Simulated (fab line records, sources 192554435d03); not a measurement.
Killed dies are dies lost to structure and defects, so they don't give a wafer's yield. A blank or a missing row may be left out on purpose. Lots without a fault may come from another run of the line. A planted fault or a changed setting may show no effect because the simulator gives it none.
A struck lot beside a sound one | flow n5_finfet | 15 steps out of a route of 1938
Sound: wafers L184.1, L184.2, L184.3. Struck: wafers L187.5, L187.6. The cause comes at the end.
At each step with rows: each side's tool, then ch and its chambers, then its first start. Under that, the readings that differ: sound wafers | struck wafers | difference of the means | sigmas: that difference in standard deviations of wafers without a fault.
alike: readings whose means differ by less than 2 such deviations, and words and numbers that are the same on both sides. not compared: withheld readings, readings that some wafer has no value for, bounds like >300 that may hide the same value, and numbers for which the record gives no deviation and whose values overlap.
The two part at a step that has a row with sigmas, a row that says differs or no value, or rows on one side only. Numbers that don't overlap but have no deviation are shown without sigmas and don't part them. A reading that every wafer of one side lacks parts them only if that side has two wafers or more.

N5_HKMG_FIN_CMP_94: polishes, stops on SiNx, t overpolish 4.7 s, target thk 43.299 nm.
  sound on cmp-03 ch 1,2,3, day 6 16:49; struck on cmp-02 ch 2,3, day 7 10:19
  alike: motor_current_A, slurry_filter_dp_kPa
N5_HKMG_FIN_INSPECT_28: inspects for defects (darkfield).
  sound on defect_inspect-01, day 6 17:01; struck on defect_inspect-02, day 7 10:26
  alike: raw_defect_count
N5_GATE_CUT_ETCHBACK_00: etches W in SF6/Cl2.
  sound on rie_metal-02 ch 0,1, day 6 17:04; struck on rie_metal-01 ch 0,1, day 7 10:33
  alike: drypump_motor_current_A, oes_product_au, throttle_valve_pct
  not compared: rf_hours_counter_h
N5_GATE_CUT_ETCH_56: etches TiN in Cl2/Ar, target depth 21.6 nm.
  sound on rie_metal-02 ch 0,1, day 6 17:11; struck on rie_metal-01 ch 0,1, day 7 10:39
  alike: drypump_motor_current_A, mfc_ar_sccm, oes_ar_750_au, oes_product_au, throttle_valve_pct
  not compared: rf_hours_counter_h
then, 2 steps without rows for these wafers: N5_GATE_CUT_ETCHBACK_30 (etches TiN in Cl2/Ar, target depth 3 nm); N5_GATE_CUT_VAPOR_ETCH_60 (etches HfO2 in BCl3/Cl2).
N5_GATE_CUT_ETCH_58: etches SiNx in CH3F/O2, target depth 17 nm, time 128.6 s.
  sound on rie_diel-03 ch 0,1,3, day 6 17:48; struck on rie_diel-05 ch 1,2, day 7 10:56
  reading                | sound      | struck | difference                    | sigmas
  rf_hours_counter_h (h) | 160 87 177 | - -    | no value on the struck wafers |
  alike: CH3F_flow_sccm, drypump_motor_current_A, mfc_ar_sccm, oes_product_au, rf_vpp_V, showerhead_plenum_p_Torr, throttle_valve_pct
N5_GATE_CUT_STRIP_59: strips in N2/H2, time 20 s.
  sound on rie_diel-03 ch 0,1,3, day 6 17:55; struck on rie_diel-05 ch 1,2, day 7 11:01
  reading                | sound      | struck | difference                    | sigmas
  rf_hours_counter_h (h) | 161 87 177 | - -    | no value on the struck wafers |
  alike: drypump_motor_current_A, oes_product_au, rf_vpp_V, showerhead_plenum_p_Torr, throttle_valve_pct
then, 3 steps without rows for these wafers: N5_GATE_CUT_PRECLEAN_31 (cleans in DIW, time 300 s); N5_GATE_CUT_SRD_32 (time 30 s); N5_GATE_CUT_SAC_CAP_01 (material SiNx, target thk 24 nm, pulse time 1 s, ald cycles 480).
N5_GATE_CUT_PECVD_57: deposits SiNx from SiH4/NH3/N2, target thk 21 nm.
  sound on pecvd-04 ch 0,1,2, day 6 20:19; struck on pecvd-03 ch 1,2, day 7 13:25
  reading                                     | sound          | struck  | difference | sigmas
  heater_power_w (W)                          | 778 680 799    | 898 938 | +166       | +2
  model.SiNx_of_GATE_CUT_PECVD_57.thk_nm (nm) | 20.6 20.8 21.2 | 8.4 8.4 | -12.5      |
  alike: showerhead_plenum_p_Torr, throttle_valve_pct
N5_GATE_CUT_CMP_02: polishes, stops on SiO2, t overpolish 12.7 s, target thk 0 nm.
  sound on cmp-02 ch 1,2,3, day 6 20:29; struck on cmp-03 ch 1,2, day 7 13:37
  reading                | sound          | struck    | difference | sigmas
  time_to_endpoint_s (s) | 25.6 23.5 24.2 | 12.4 14.0 | -11.2      | -4
  alike: motor_current_A, slurry_filter_dp_kPa
-- the record jumps here: 4 days lie between the struck wafers' starts before and after (it left off in module GATE_CUT and takes up again in module BEOL_M4, whose first step shown is number 1111 of the route) --
N5_BEOL_M4_RC_MEAS_101:
  sound on prober-02 ch 0, day 10 17:31; struck on prober-01 ch 0, day 11 11:23
  alike: DIBL_N, DIBL_P, IOFF_N, IOFF_P, ION_N, ION_P, SS_N, SS_P, VT_N, VT_P
then, 1 step without rows for these wafers: N5_PASSIVATION_PROBE_49.

WHERE THEY PART
First at N5_GATE_CUT_ETCH_58; last, within this record, at N5_GATE_CUT_CMP_02. Later steps at which nothing parts them and some readings are alike: N5_BEOL_M4_RC_MEAS_101.

WHY: what the simulator had put in
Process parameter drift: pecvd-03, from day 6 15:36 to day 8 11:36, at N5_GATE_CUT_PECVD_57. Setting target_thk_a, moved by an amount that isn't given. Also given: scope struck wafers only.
